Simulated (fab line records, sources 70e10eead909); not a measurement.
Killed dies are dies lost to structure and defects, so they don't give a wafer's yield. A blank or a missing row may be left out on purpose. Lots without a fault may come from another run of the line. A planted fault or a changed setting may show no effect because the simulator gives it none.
fab line records | flow nand_harc
record lots=12 wafers=36 last_day=24
route steps=1159 shown A_M0@1019 A_M1@1031 END@1159
lots that met no fault: from a run of the same line without faults
start_h: hours from the record's first day to the start of the lot's first wafer shown | wait_h: hours since the lot's step before | " the same as in the row above | L1.1+2: a row that stands for several wafers | - no value, or no start given | * or withheld: withheld | < > ~ a bound
route shown NAME@n: a module of which the file shows steps, and the number in the route of the first | usual: mean/standard deviation of fault-free wafers | same: alike in all rows | chamber/n: place in a boat | sites: the reading at each site | _std_site: their standard deviation | _edge_site: outer sites' mean less inner sites' | radius_mm: how far each site lies from the wafer's centre | mask NAME#n: copy n | behind: the tool/chamber that last shaped the wafer | hold: why the lot was held/for how many hours/how that ended | device: the transistor (n, p or np) that didn't switch | end of line: the same wafers' tests at the end of the route | a step without rows: its recipe alone | killed: dies lost to structure and defects at the first sort, not the wafer's yield | map: a wafer's dies, x killed, . not, _ none there
set.NAME: the setting as run; set.NAME@STEP: as run at that earlier step | model.NAME: the simulator's own value behind a step, which no gauge read
steps of the route over a sample of lots; a table a step, a row a wafer
services: from which hour (start_h, from the record's first day; less than 0 if before it) a tool's chamber was out of use, for how many hours, and why
## steps
# step NHARC_A_M0_CMP_23
# recipe t_overpolish_s=20 target_thk_nm=113.75
# usual motor_current_A=12.3/0.88 time_to_endpoint_s=27.3/2.2
# columns lot.wafer tool chamber start_h wait_h motor_current_A time_to_endpoint_s
L468.3 cmp-04 2 407.19 - 11.5 28.1
L468.1 " 3 " " 12.5 24.1
L468.5 " 2 " " 11.3 27.0
L467.2 cmp-02 2 407.82 - 11.7 30.0
L467.1 " 3 " " 11.6 23.1
L467.6 " 2 " " 11.5 26.6
L470.2 cmp-04 1 416.94 - 12.4 29.7
L470.4 " 2 " " 11.7 28.1
L470.5 " 3 " " 12.9 28.7
L473.4 cmp-04 3 441.55 - 12.8 26.5
L473.1 " 1 " " 12.6 26.8
L473.5 " 0 " " 12.9 28.8
L474.4 cmp-04 0 447.04 - 12.9 25.2
L474.2 " 2 " " 11.3 31.4
L474.6 " 0 " " 12.8 29.0
L478.4 cmp-02 0 464.35 - 12.0 30.4
L478.3 " 1 " " 12.4 24.0
L478.6 " 3 " " 12.3 27.0
L475.4 cmp-04 0 476.06 - 12.3 27.7
L475.1 " 2 " " 11.7 29.6
L475.6 " 3 " " 12.2 27.6
L482.4 cmp-04 3 503.31 - 12.5 26.2
L482.3 " 0 " " 13.4 28.0
L482.6 " 1 " " 11.9 27.4
L485.1 cmp-04 1 519.59 - 11.8 26.0
L485.4 " 3 " " 12.0 26.2
L485.3 " 0 " " 13.4 26.1
L487.4 cmp-02 1 536.98 - 12.5 28.5
L487.3 " 2 " " 12.1 33.2
L487.5 " 3 " " 12.4 25.9
L489.1 cmp-04 3 540.89 - 12.2 24.9
L489.3 " 0 " " 13.2 21.1
L489.5 " 1 " " 12.4 25.8
L490.2 cmp-04 2 541.51 - 11.9 27.8
L490.1 " 3 " " 12.7 26.1
L490.5 " 2 " " 10.6 29.4
# step NHARC_A_M0_PRE_CLEAN_31
# recipe time_s=12 temp_c=370 rf_power_w=300 gas=NH3
# usual heater_power_outer_w=375/74 heater_power_w=640/110 rf_fwd_power_W=292.6/0.82
# columns lot.wafer tool chamber start_h wait_h heater_power_outer_w heater_power_w rf_fwd_power_W
L468.1 pecvd-04 1 407.76 0.1 470 792 291.6
L468.3 " 2 " " 237 427 292.0
L468.5 " 2 " " 232 422 291.7
L467.2 pecvd-02 1 408.48 0.2 357 642 292.9
L467.1 " 2 " " 404 648 291.8
L467.6 " 0 " " 310 566 293.0
L470.2 pecvd-04 0 417.44 0.1 366 632 293.3
L470.5 " 1 " " 489 776 292.1
L470.4 " 2 " " 269 469 292.7
L473.1 pecvd-01 1 442.64 0.6 408 724 292.7
L473.5 " 0 " " 397 693 292.5
L473.4 " 1 " " 401 707 291.8
L474.2 pecvd-04 1 447.59 0.1 472 786 293.0
L474.6 " 2 " " 278 480 293.3
L474.4 " 1 " " 476 762 292.8
L478.3 pecvd-02 2 464.87 0.1 405 647 293.0
L478.6 " 1 " " 415 731 292.7
L478.4 " 2 " " 411 650 292.8
L475.1 pecvd-04 1 476.59 0.1 525 817 293.6
L475.4 " 0 " " 413 682 292.1
L475.6 " 1 " " 523 837 292.7
L482.3 pecvd-04 0 503.83 0.1 400 677 291.7
L482.4 " 1 " " 514 854 293.4
L482.6 " 0 " " 400 675 291.8
L485.1 pecvd-01 2 520.35 0.3 357 598 292.1
L485.3 " 1 " " 360 654 292.3
L485.4 " 2 " " 368 613 290.0
L487.3 pecvd-04 2 537.50 0.1 270 465 291.9
L487.4 " 1 " " 525 842 292.3
L487.5 " 2 " " 268 483 292.7
L489.3 pecvd-02 0 541.39 0.1 286 499 292.3
L489.1 " 1 " " 445 808 294.1
L489.5 " 2 " " 357 573 292.7
L490.2 pecvd-02 0 542.03 0.1 324 543 293.1
L490.1 " 1 " " 403 753 292.7
L490.5 " 0 " " 320 543 292.0
# step NHARC_A_M1_SOFTBAKE_04
# recipe temp_c=105 time_s=55
# usual heater_power_total_W=188.44/0.13
# columns lot.wafer tool chamber start_h wait_h heater_power_total_W
L468.1 litho_track-06 0 408 - 188.26
L468.3 " 0 " " 188.41
L468.5 " 0 " " 188.48
L467.1 litho_track-04 0 409 - 188.48
L467.2 " 0 " " 188.35
L467.6 " 0 " " 188.43
L470.2 litho_track-01 0 418 - 188.69
L470.4 " 0 " " 188.34
L470.5 " 0 " " 188.28
L473.1 litho_track-04 0 443 - 188.29
L473.4 " 0 " " 188.41
L473.5 " 0 " " 188.47
L474.2 litho_track-04 0 448 - 188.34
L474.4 " 0 " " 188.30
L474.6 " 0 " " 188.20
L478.3 litho_track-01 0 465 - 188.44
L478.4 " 0 " " 188.33
L478.6 " 0 " " 188.53
L475.1 litho_track-04 0 477 - 188.73
L475.4 " 0 " " 188.38
L475.6 " 0 " " 188.45
L482.3 litho_track-01 0 504 - 188.44
L482.4 " 0 " " 188.37
L482.6 " 0 " " 188.44
L485.1 litho_track-01 0 521 - 192.51
L485.3 " 0 " " 192.51
L485.4 " 0 " " 192.78
L487.3 litho_track-01 0 538 - 192.64
L487.4 " 0 " " 192.60
L487.5 " 0 " " 192.53
L489.1 litho_track-06 0 542 - 188.33
L489.3 " 0 " " 188.34
L489.5 " 0 " " 188.27
L490.1 litho_track-04 0 542 - 188.32
L490.2 " 0 " " 188.34
L490.5 " 0 " " 188.24
# step NHARC_A_M1_ETCH_15
# recipe target_depth_a=1825 time_s=91.2 c4f8_flow_sccm=withheld ar_flow_sccm=400 rf_w=600 bias_w=300 chemistry=C4F8/Ar
# usual oes_product_au=0.950/0.021 rf_fwd_power_W=595.1/2.5 rf_vpp_V=441.2/2.8
# columns lot.wafer tool chamber start_h wait_h oes_product_au rf_fwd_power_W rf_hours_counter_h rf_vpp_V
L468.1 rie_diel-06 0 - - 0.925 598.5 10 436.1
L468.3 " 1 " " 0.928 598.4 10 436.7
L468.5 " 3 " " 0.926 600.1 - 443.1
L467.1 rie_diel-13 1 - - 0.944 595.3 3 441.4
L467.2 " 0 " " 0.950 594.1 3 442.3
L467.6 " 2 " " 0.943 595.6 - 437.7
L470.4 rie_diel-12 3 - - 0.966 593.8 2 439.6
L470.2 " 1 " " 0.957 594.9 2 442.0
L470.5 " 0 " " 0.953 593.5 - 440.1
L473.1 rie_diel-06 0 - - 0.984 597.0 1 436.8
L473.4 " 2 " " 0.963 601.1 1 442.9
L473.5 " 3 " " 0.977 601.4 - 442.4
L474.4 rie_diel-12 0 - - 0.975 590.9 5 439.8
L474.2 " 1 " " 0.968 595.9 5 444.4
L474.6 " 3 " " 0.960 593.5 - 438.9
L478.3 rie_diel-13 0 - - 0.964 594.1 0 442.1
L478.6 " 0 " " 0.973 593.4 - 443.1
L478.4 " 3 " " 0.962 600.8 - 440.0
L475.4 rie_diel-13 1 - - 0.963 594.7 0 440.4
L475.1 " 2 " " 0.939 591.9 0 438.9
L475.6 " 1 " " 0.963 595.6 - 439.8
L482.3 rie_diel-13 0 - - 0.974 592.1 1 443.1
L482.4 " 2 " " 0.971 595.5 1 436.9
L482.6 " 3 " " 0.977 598.2 - 439.8
L485.3 rie_diel-06 3 - - 0.928 599.3 5 443.0
L485.1 " 0 " " 0.930 599.2 5 437.1
L485.4 " 1 " " 0.934 597.0 5 436.5
L487.3 rie_diel-12 3 - - 0.925 597.4 14 439.9
L487.5 " 1 " " 0.924 595.2 - 442.4
L487.4 " 2 " " 0.926 591.9 - 446.8
L489.1 rie_diel-12 1 - - 0.948 591.0 12 443.5
L489.3 " 3 " " 0.947 595.3 14 437.9
L489.5 " 2 " " 0.954 593.8 - 445.2
L490.1 rie_diel-12 1 - - 0.954 595.3 12 444.2
L490.2 " 2 " " 0.955 592.6 13 445.3
L490.5 " 2 " " 0.966 592.6 - 444.3
# step NHARC_END_SORT_01
# recipe temp_c=25
# usual defect_limited_yield=95.8/1.4 killed_at_array=24/8.8 killed_at_other=0.7/0.99 killed_at_periphery=3.5/2.6 killed_dies=28/9.3 killed_open=3.2/1.7 killed_short=1.7/1.4 sort_bin_2_pct=1.3/0.6 sort_bin_3_pct=0.24/0.2 sort_bin_4_pct=2.6/0.88 sort_n_pass=649/9.3 sort_rim_yield_pct=94/3.2 sort_yield_pct=95.8/1.4
# same gross_dies=677 sort_bin_5_pct[%]=0 sort_bin_6_pct[%]=0 sort_bin_7_pct[%]=0 sort_bin_8_pct[%]=0 sort_rim_n_gross=106.00
# columns lot.wafer tool chamber start_h wait_h defect_limited_yield[%] killed_at_array killed_at_other killed_at_periphery killed_dies killed_open killed_short sort_bin_2_pct[%] sort_bin_3_pct[%] sort_bin_4_pct[%] sort_n_pass sort_rim_yield_pct[%] sort_yield_pct[%]
L467.1 prober-02 0 448.01 2.5 97.2 16 0 3 19 6 1 0.9 0 1.9 658 95 97.2
L467.2 prober-02 0 448.81 2.8 96.9 16 0 5 21 3 2 1.6 0.15 1.3 656 95 96.9
L467.6 prober-02 0 452.03 4.0 95.3 27 2 3 32 3 1 1.0 0.30 3.4 645 92 95.3
L468.1 prober-02 0 455.82 2.5 96.3 17 0 8 25 1 2 1.6 0.15 1.9 652 98 96.3
L468.3 prober-02 0 457.39 3.1 96.2 20 0 6 26 3 1 1.3 0.30 2.2 651 92 96.2
L468.5 prober-02 0 458.95 3.6 95.7 22 0 7 29 2 1 1.5 0 2.8 648 96 95.7
L470.2 prober-01 0 464.40 2.8 95.6 25 2 3 30 1 2 1.6 0.15 2.7 647 94 95.6
L470.4 prober-01 0 465.98 3.4 96.0 22 1 4 27 2 0 1.0 0.15 2.8 650 92 96.0
L470.5 prober-01 0 466.77 3.7 96.2 24 0 2 26 3 1 1.3 0.30 2.2 651 96 96.2
L473.1 prober-02 0 480.62 2.5 96.8 20 1 1 22 1 1 0.4 0 2.8 655 93 96.8
L473.4 prober-02 0 483.00 3.4 96.0 25 1 1 27 3 1 1.3 0.30 2.4 650 90 96.0
L473.5 prober-02 0 483.79 3.7 95.6 30 0 0 30 2 0 2.1 0.15 2.2 647 92 95.6
L474.2 prober-01 0 487.71 2.8 97.9 13 0 1 14 2 2 0.7 0.30 1.0 663 98 97.9
L474.4 prober-01 0 489.32 3.4 98.4 9 1 1 11 0 1 0.4 0.15 1.0 666 97 98.4
L474.6 prober-01 0 490.94 4.0 97.5 14 0 3 17 2 3 0.9 0.15 1.5 660 97 97.5
L478.3 prober-01 0 505.74 3.1 95.4 31 0 0 31 2 2 1.6 0.15 2.8 646 96 95.4
L478.4 prober-01 0 506.53 3.4 97.3 15 1 2 18 1 2 0.4 0 2.2 659 95 97.3
L478.6 prober-01 0 508.11 4.0 94.8 33 0 2 35 3 2 1.3 0.44 3.4 642 91 94.8
L475.1 prober-02 0 521.81 2.5 96.9 17 1 3 21 4 1 0.7 0.15 2.2 656 94 96.9
L475.4 prober-02 0 524.20 3.4 96.6 19 1 3 23 6 2 1.2 0.44 1.8 654 95 96.6
L475.6 prober-02 0 525.79 4.0 96.0 21 0 6 27 4 0 1.0 0.44 2.5 650 94 96.0
L482.3 prober-02 0 545.37 3.1 96.2 22 0 4 26 3 1 1.5 0.30 2.1 651 90 96.2
L482.4 prober-02 0 546.18 3.4 95.6 26 0 4 30 2 2 1.5 0.15 2.8 647 97 95.6
L482.6 prober-02 0 547.78 4.0 96.8 18 0 4 22 2 1 1.3 0.44 1.5 655 94 96.8
L485.1 prober-01 0 554.39 2.4 94.2 34 3 2 39 3 3 2.1 0.44 3.2 638 89 94.2
L485.3 prober-01 0 556.00 3.1 93.5 39 3 2 44 4 3 2.1 0.44 4.0 633 92 93.5
L485.4 prober-01 0 556.81 3.4 94.7 31 3 2 36 2 1 1.6 0.59 3.1 641 89 94.7
L487.3 prober-01 0 575.66 3.1 92.9 46 0 2 48 3 2 3.2 0.44 3.4 629 90 92.9
L487.4 prober-01 0 576.46 3.4 95.6 29 1 0 30 2 1 1.6 0.59 2.2 647 89 95.6
L487.5 prober-01 0 577.25 3.7 95.0 33 1 0 34 4 2 1.0 0.89 3.1 643 92 95.0
L490.1 prober-02 0 578.99 2.5 94.2 36 0 3 39 3 4 1.8 0.30 3.7 638 92 94.2
L490.2 prober-02 0 579.79 2.8 95.3 23 0 9 32 1 5 2.4 0.15 2.2 645 90 95.3
L490.5 prober-02 0 582.18 3.7 93.9 33 0 8 41 4 5 1.5 0.30 4.3 636 93 93.9
L489.1 prober-01 0 581.81 2.5 98.1 11 0 2 13 0 0 0.1 0 1.8 664 96 98.1
L489.3 prober-01 0 583.41 3.1 97.9 11 1 2 14 4 0 0.6 0 1.5 663 96 97.9
L489.5 prober-01 0 585.01 3.7 97.0 18 1 1 20 4 4 0.9 0.30 1.8 657 94 97.0
# killed by level:class
L467.1 A_CHANNEL_HOLE_D1:chamber_film_flake=7 A_ONON_D1:geometric_particle:open=2 A_STAIRCASE:chamber_film_flake=2 P_GATE:geometric_particle:open=1 P_M0:geometric_particle:open=1 A_CHANNEL_FILL_D1:geometric_particle:open=1 A_CONTACT:geometric_particle:open=1 A_M1:geometric_particle:short=1
L467.2 A_CONTACT:chamber_film_flake=5 A_CHANNEL_HOLE_D1:chamber_film_flake=4 P_M0:geometric_particle:open=2 P_BONDPAD:chamber_film_flake=2 A_SLIT:chamber_film_flake=2 A_CHANNEL_HOLE_D1:geometric_particle:short=1 A_WL_FILL:geometric_particle:short=1 A_M1:geometric_particle:open=1
L467.6 A_CHANNEL_HOLE_D1:chamber_film_flake=17 A_WL_FILL:chamber_film_flake=3 P_BONDPAD:chamber_film_flake=2 A_CONTACT:chamber_film_flake=2 THIN_TSV:chamber_film_flake=2 P_GATE:geometric_particle:open=1 A_CHANNEL_FILL_D1:geometric_particle:short=1 A_SGD_CUT:geometric_particle:open=1
L468.1 P_CONTACT:chamber_film_flake=7 A_SLIT:chamber_film_flake=6 A_CHANNEL_HOLE_D1:chamber_film_flake=3 A_WL_FILL:chamber_film_flake=3 A_CONTACT:geometric_particle:short=2 A_CONTACT:geometric_particle:open=1 P_ZERO_WELL:chamber_film_flake=1 A_STAIRCASE:chamber_film_flake=1
L468.3 A_SLIT:chamber_film_flake=6 A_STAIRCASE:chamber_film_flake=5 A_WL_FILL:chamber_film_flake=4 P_CONTACT:chamber_film_flake=3 A_CONTACT:chamber_film_flake=2 P_GATE:geometric_particle:short=1 P_M0:geometric_particle:open=1 A_CHANNEL_FILL_D1:geometric_particle:open=1
L468.5 A_SLIT:chamber_film_flake=9 P_CONTACT:chamber_film_flake=4 A_CONTACT:chamber_film_flake=4 A_STAIRCASE:chamber_film_flake=3 A_CHANNEL_HOLE_D1:chamber_film_flake=3 P_GATE:chamber_film_flake=2 P_CONTACT:geometric_particle:open=1 A_ONON_D1:geometric_particle:short=1
L470.2 A_CHANNEL_HOLE_D1:chamber_film_flake=10 A_CONTACT:chamber_film_flake=7 A_SLIT:chamber_film_flake=3 P_M2:chamber_film_flake=2 A_STAIRCASE:chamber_film_flake=2 A_WL_FILL:geometric_particle:short=1 STARTING-WAFER:geometric_particle:short=1 P_STI:chamber_film_flake=1
L470.4 A_CHANNEL_HOLE_D1:chamber_film_flake=9 A_CONTACT:chamber_film_flake=6 A_STAIRCASE:chamber_film_flake=3 P_ZERO_WELL:chamber_film_flake=2 A_M0:chamber_film_flake=2 A_M0:geometric_particle:open=1 STARTING-WAFER:geometric_particle:open=1 P_STI:chamber_film_flake=1
L470.5 A_CHANNEL_HOLE_D1:chamber_film_flake=13 A_STAIRCASE:chamber_film_flake=3 A_CONTACT:chamber_film_flake=3 P_STI:chamber_film_flake=2 A_CHANNEL_FILL_D1:geometric_particle:open=1 A_CHANNEL_FILL_D1:geometric_particle:short=1 A_SGD_CUT:geometric_particle:open=1 A_M0:geometric_particle:open=1
L473.1 A_SLIT:chamber_film_flake=10 A_CHANNEL_HOLE_D1:chamber_film_flake=6 A_SOURCE_PLATE:geometric_particle:short=1 A_M0:geometric_particle:open=1 P_STI:chamber_film_flake=1 A_SGD_CUT:chamber_film_flake=1 A_CONTACT:chamber_film_flake=1 THIN_TSV:chamber_film_flake=1
L473.4 A_CHANNEL_HOLE_D1:chamber_film_flake=15 A_SLIT:chamber_film_flake=6 P_CONTACT:geometric_particle:open=1 A_SOURCE_PLATE:geometric_particle:open=1 A_ONON_D1:geometric_particle:open=1 STARTING-WAFER:geometric_particle:short=1 A_SGD_CUT:chamber_film_flake=1 A_CONTACT:chamber_film_flake=1
L473.5 A_CHANNEL_HOLE_D1:chamber_film_flake=16 A_SLIT:chamber_film_flake=5 A_SGD_CUT:chamber_film_flake=3 A_M1:chamber_film_flake=2 A_ONON_D1:geometric_particle:open=1 A_M1:geometric_particle:open=1 A_WL_FILL:chamber_film_flake=1 A_CONTACT:chamber_film_flake=1
L474.2 A_CONTACT:chamber_film_flake=5 A_CHANNEL_HOLE_D1:chamber_film_flake=3 P_M2:geometric_particle:open=1 A_CHANNEL_HOLE_D1:geometric_particle:short=1 A_WL_FILL:geometric_particle:short=1 A_WL_FILL:geometric_particle:open=1 A_STAIRCASE:chamber_film_flake=1 A_WL_FILL:chamber_film_flake=1
L474.4 A_STAIRCASE:chamber_film_flake=3 A_CHANNEL_HOLE_D1:chamber_film_flake=2 A_CONTACT:chamber_film_flake=2 A_M0:geometric_particle:short=1 P_STI:chamber_film_flake=1 A_WL_FILL:chamber_film_flake=1 THIN_TSV:chamber_film_flake=1
L474.6 A_CONTACT:chamber_film_flake=7 A_CHANNEL_HOLE_D1:chamber_film_flake=3 P_M0:geometric_particle:short=2 A_ONON_D1:geometric_particle:open=1 A_CHANNEL_FILL_D1:geometric_particle:open=1 A_CONTACT:geometric_particle:short=1 P_GATE:chamber_film_flake=1 A_STAIRCASE:chamber_film_flake=1
L478.3 A_SLIT:chamber_film_flake=14 A_STAIRCASE:chamber_film_flake=5 A_CHANNEL_HOLE_D1:geometric_particle:open=2 A_CHANNEL_HOLE_D1:chamber_film_flake=2 A_WL_FILL:chamber_film_flake=2 A_CONTACT:chamber_film_flake=2 A_ONON_D1:geometric_particle:short=1 A_WL_FILL:geometric_particle:short=1
L478.4 A_SLIT:chamber_film_flake=4 A_CHANNEL_HOLE_D1:chamber_film_flake=3 A_STAIRCASE:chamber_film_flake=3 A_WL_FILL:geometric_particle:short=2 A_SOURCE_PLATE:geometric_particle:open=1 P_ZERO_WELL:chamber_film_flake=1 P_CONTACT:chamber_film_flake=1 A_CHANNEL_FILL_D1:chamber_film_flake=1
L478.6 A_SLIT:chamber_film_flake=13 A_STAIRCASE:chamber_film_flake=5 A_M1:chamber_film_flake=4 A_CHANNEL_FILL_D1:chamber_film_flake=2 A_SGD_CUT:chamber_film_flake=2 A_WL_FILL:chamber_film_flake=2 P_CONTACT:geometric_particle:short=1 P_CONTACT:geometric_particle:open=1
L475.1 A_CHANNEL_HOLE_D1:chamber_film_flake=13 P_GATE:chamber_film_flake=2 P_M1:geometric_particle:open=1 A_CHANNEL_FILL_D1:geometric_particle:open=1 A_BLC:geometric_particle:open=1 A_M0:geometric_particle:open=1 STARTING-WAFER:geometric_particle:short=1 A_BLC:chamber_film_flake=1
L475.4 A_CHANNEL_HOLE_D1:chamber_film_flake=12 A_WL_FILL:geometric_particle:open=2 P_ZERO_WELL:chamber_film_flake=2 P_CONTACT:geometric_particle:open=1 A_ONON_D1:geometric_particle:open=1 A_SGD_CUT:geometric_particle:short=1 A_CONTACT:geometric_particle:short=1 A_BLC:geometric_particle:open=1
L475.6 A_CHANNEL_HOLE_D1:chamber_film_flake=13 P_ZERO_WELL:chamber_film_flake=4 A_M1:chamber_film_flake=3 A_BLC:geometric_particle:open=2 P_GATE:geometric_particle:open=1 A_CHANNEL_FILL_D1:geometric_particle:open=1 P_GATE:chamber_film_flake=1 A_CHANNEL_FILL_D1:chamber_film_flake=1
L482.3 A_SLIT:chamber_film_flake=8 A_CONTACT:chamber_film_flake=5 A_CHANNEL_HOLE_D1:chamber_film_flake=4 P_CONTACT:chamber_film_flake=3 A_STAIRCASE:chamber_film_flake=2 P_GATE:geometric_particle:short=1 A_SOURCE_PLATE:geometric_particle:open=1 A_BLC:geometric_particle:open=1
L482.4 A_SLIT:chamber_film_flake=11 A_CHANNEL_HOLE_D1:chamber_film_flake=6 A_CONTACT:chamber_film_flake=5 P_CONTACT:chamber_film_flake=4 A_CHANNEL_FILL_D1:geometric_particle:open=1 A_SGD_CUT:geometric_particle:short=1 A_BLC:geometric_particle:short=1 A_M1:geometric_particle:open=1
L482.6 A_SLIT:chamber_film_flake=6 P_CONTACT:chamber_film_flake=4 A_CONTACT:chamber_film_flake=4 A_CHANNEL_HOLE_D1:chamber_film_flake=3 A_SOURCE_PLATE:geometric_particle:short=1 A_CONTACT:geometric_particle:open=1 A_M1:geometric_particle:open=1 A_CHANNEL_FILL_D1:chamber_film_flake=1
L485.1 A_CHANNEL_HOLE_D1:chamber_film_flake=18 A_CONTACT:chamber_film_flake=7 A_BONDPAD:chamber_film_flake=3 THIN_TSV:chamber_film_flake=3 A_STAIRCASE:chamber_film_flake=2 P_M0:geometric_particle:open=1 P_M2:geometric_particle:short=1 A_ONON_D1:geometric_particle:short=1
L485.3 A_CHANNEL_HOLE_D1:chamber_film_flake=20 A_CONTACT:chamber_film_flake=7 A_BONDPAD:chamber_film_flake=4 THIN_TSV:chamber_film_flake=3 A_ZERO_WELL:chamber_film_flake=2 P_M0:geometric_particle:short=1 P_M1:geometric_particle:open=1 A_SOURCE_PLATE:geometric_particle:short=1
L485.4 A_CHANNEL_HOLE_D1:chamber_film_flake=16 A_CONTACT:chamber_film_flake=9 A_BONDPAD:chamber_film_flake=2 THIN_TSV:chamber_film_flake=2 P_M0:geometric_particle:open=1 P_M1:geometric_particle:short=1 A_CONTACT:geometric_particle:open=1 A_ZERO_WELL:chamber_film_flake=1
L487.3 A_CHANNEL_HOLE_D1:chamber_film_flake=19 A_SLIT:chamber_film_flake=15 A_STAIRCASE:chamber_film_flake=4 A_CONTACT:chamber_film_flake=4 P_GATE:geometric_particle:open=2 A_CHANNEL_HOLE_D1:geometric_particle:short=1 A_CONTACT:geometric_particle:open=1 A_M1:geometric_particle:short=1
L487.4 A_CHANNEL_HOLE_D1:chamber_film_flake=13 A_SLIT:chamber_film_flake=9 A_CONTACT:chamber_film_flake=3 A_ONON_D1:geometric_particle:open=1 A_SGD_CUT:geometric_particle:open=1 A_WL_FILL:geometric_particle:short=1 A_STAIRCASE:chamber_film_flake=1 THIN_TSV:chamber_film_flake=1
L487.5 A_CHANNEL_HOLE_D1:chamber_film_flake=10 A_SLIT:chamber_film_flake=6 A_CONTACT:chamber_film_flake=6 A_STAIRCASE:chamber_film_flake=4 A_SOURCE_PLATE:geometric_particle:short=1 A_ONON_D1:geometric_particle:short=1 A_ONON_D1:geometric_particle:open=1 A_CHANNEL_HOLE_D1:geometric_particle:open=1
L490.1 A_SLIT:chamber_film_flake=15 A_CONTACT:chamber_film_flake=6 A_CHANNEL_HOLE_D1:chamber_film_flake=4 A_STAIRCASE:chamber_film_flake=4 A_CHANNEL_FILL_D1:geometric_particle:short=2 A_CONTACT:geometric_particle:open=2 P_STI:chamber_film_flake=2 P_CONTACT:geometric_particle:short=1
L490.2 A_SLIT:chamber_film_flake=9 P_STI:chamber_film_flake=6 A_STAIRCASE:chamber_film_flake=5 A_ONON_D1:geometric_particle:short=2 P_M1:chamber_film_flake=2 A_CHANNEL_HOLE_D1:chamber_film_flake=2 A_CONTACT:chamber_film_flake=2 P_M0:geometric_particle:short=1
L489.1 A_CONTACT:chamber_film_flake=7 A_CHANNEL_HOLE_D1:chamber_film_flake=3 P_ZERO_WELL:chamber_film_flake=2 A_STAIRCASE:chamber_film_flake=1
L490.5 A_SLIT:chamber_film_flake=13 A_CHANNEL_HOLE_D1:chamber_film_flake=8 P_STI:chamber_film_flake=4 A_STAIRCASE:chamber_film_flake=4 A_WL_FILL:geometric_particle:short=2 P_M1:chamber_film_flake=2 P_CONTACT:geometric_particle:short=1 P_M0:geometric_particle:open=1
L489.3 A_CHANNEL_HOLE_D1:chamber_film_flake=4 A_CONTACT:chamber_film_flake=3 P_GATE:geometric_particle:open=1 A_ONON_D1:geometric_particle:open=1 A_CHANNEL_FILL_D1:geometric_particle:open=1 STARTING-WAFER:geometric_particle:open=1 P_ZERO_WELL:chamber_film_flake=1 A_STAIRCASE:chamber_film_flake=1
L489.5 A_CHANNEL_HOLE_D1:chamber_film_flake=5 A_CONTACT:chamber_film_flake=4 A_STAIRCASE:chamber_film_flake=3 A_CONTACT:geometric_particle:short=2 P_M0:geometric_particle:open=1 A_WL_FILL:geometric_particle:short=1 A_CONTACT:geometric_particle:open=1 A_BLC:geometric_particle:open=1
## services
# columns tool chamber start_h hours kind
cmp-04 - 399.06 4.0 pm
rie_diel-06 1 401.22 1.8 repair
pecvd-01 - 418.18 13.0 pm
rie_diel-06 - 418.20 9.0 pm
cmp-02 - 422.50 4.0 pm
rie_diel-13 1 424.12 48.2 repair
rie_diel-13 0 425.82 3.1 repair
cmp-04 - 431.73 0.6 repair
litho_track-01 - 443.00 7.0 pm
rie_diel-13 - 453.00 9.0 pm
rie_diel-12 1 460.25 10.2 repair
litho_track-06 - 467.00 7.0 pm
cmp-04 - 471.75 1.2 repair
litho_track-04 - 491.00 7.0 pm
cmp-04 - 497.06 4.0 pm
cmp-04 - 502.33 0.8 repair
rie_diel-13 3 506.60 15.7 repair
rie_diel-06 - 507.11 2.3 repair
pecvd-02 - 515.78 13.0 pm
cmp-02 - 520.53 4.0 pm
cmp-04 - 527.14 3.0 repair
rie_diel-13 3 527.29 5.1 repair
pecvd-02 1 530.97 3.9 repair
rie_diel-12 0 533.51 10.3 repair
## key
first_sign step=NHARC_A_M1_SOFTBAKE_04 reading=heater_power_total_W direction=up sigmas=31 usual=* struck=*
effect none on later readings
met_at NHARC_A_M1_SOFTBAKE_04
struck_lots L485,L487
loop_trim step=NHARC_A_M1_EXPOSE_06 setting=dose lots=L487
not_acting_at NHARC_A_M0_CMP_23,NHARC_A_M0_PRE_CLEAN_31,NHARC_A_M1_ETCH_15
onset_between 504 521
fault kind=process_parameter_drift tool=litho_track-01 chamber=- onset_h=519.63 steps=NHARC_A_M1_SOFTBAKE_04 channel=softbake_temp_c offset=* shape=step end_h=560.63 acts_in=* stated=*
# loop_trim: a control loop set the setting to another value than it would have without faults
